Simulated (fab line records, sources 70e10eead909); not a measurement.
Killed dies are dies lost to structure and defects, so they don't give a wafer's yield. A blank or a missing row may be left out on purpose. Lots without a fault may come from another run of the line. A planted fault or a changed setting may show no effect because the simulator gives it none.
Chamber matching | flow nand_harc | NHARC_A_CHANNEL_FILL_D2_ETCHBACK_20 on rie_diel-06: 4 sister chambers
The step etches the open film in C4F8/O2/Ar, target depth 27 nm, time 13.5 s. 14 wafers are shown with their chamber, then 7 later ones without.

WAFERS WITH THEIR CHAMBER
wafer  | chamber | rf_vpp_V (V) | rf_fwd_power_W (W) | oes_product_au (a.u.)
L074.1 | 0       | 968          | 587.9              | 1.011
L074.3 | 0       | 968          | 587.1              | 1.015
L074.5 | 0       | 968          | 583.9              | 1.009
L080.1 | 0       | 967          | 586.8              | 1.016
L080.4 | 3       | 976          | 587.1              | 0.997
L080.5 | 3       | 974          | 586.0              | 1.011
L079.3 | 0       | 968          | 587.1              | 1.014
L079.5 | 1       | 974          | 586.8              | 1.003
L079.6 | 0       | 967          | 584.8              | 1.013
L084.1 | 3       | 974          | 581.2              | 1.014
L084.3 | 2       | 978          | 587.6              | 1.008
L084.5 | 3       | 974          | 582.6              | 1.007
L086.1 | 1       | 972          | 587.9              | 1.014
L086.3 | 0       | 967          | 591.7              | 1.009

SIGNATURES (means of the wafers above)
reading        | chamber 0 | chamber 1 | chamber 2 | chamber 3 | scatter within a chamber
rf_vpp_V       | 967.57    | 973.00    | 978.00    | 974.50    | 0.819
rf_fwd_power_W | 587.043   | 587.350   | 587.600   | 584.225   | 2.47
oes_product_au | 1.01243   | 1.00850   | 1.00800   | 1.00725   | 0.00522
Rule: a wafer's distance from a chamber is the root of the sum, over the readings, of the square of ((its reading less the chamber's mean) divided by the reading's scatter). The wafer belongs to the nearest chamber; if the next one is less than 2 further off, it can't be placed. The scatter: the root of (the sum of the squares of (reading less its chamber's mean) over the shown wafers, divided by (wafers less chambers)).

WAFERS WITHOUT THEIR CHAMBER
wafer  | rf_vpp_V (V) | rf_fwd_power_W (W) | oes_product_au (a.u.)
L086.4 | 974          | 584.6              | 1.010
L089.3 | 977          | 584.2              | 1.006
L089.5 | 972          | 587.2              | 1.006
L089.6 | 979          | 586.1              | 1.008
L097.1 | 987          | 588.8              | 0.986
L097.3 | 974          | 583.3              | 0.987
L097.4 | 972          | 587.1              | 1.004

WHICH CHAMBER EACH WENT THROUGH
wafer  | from the rows above     | in truth
L086.4 | can't be placed: 3 or 1 | 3
L089.3 | can't be placed: 2 or 3 | 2
L089.5 | can't be placed: 1 or 3 | 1
L089.6 | 2                       | 2
L097.1 | 2                       | 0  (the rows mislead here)
L097.3 | can't be placed: 3 or 1 | 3
L097.4 | can't be placed: 1 or 3 | 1
Placed correctly: 1 of 7. Can't be placed from these rows: 5 (the true chamber is among the candidates in 5). Placed wrongly: 1.
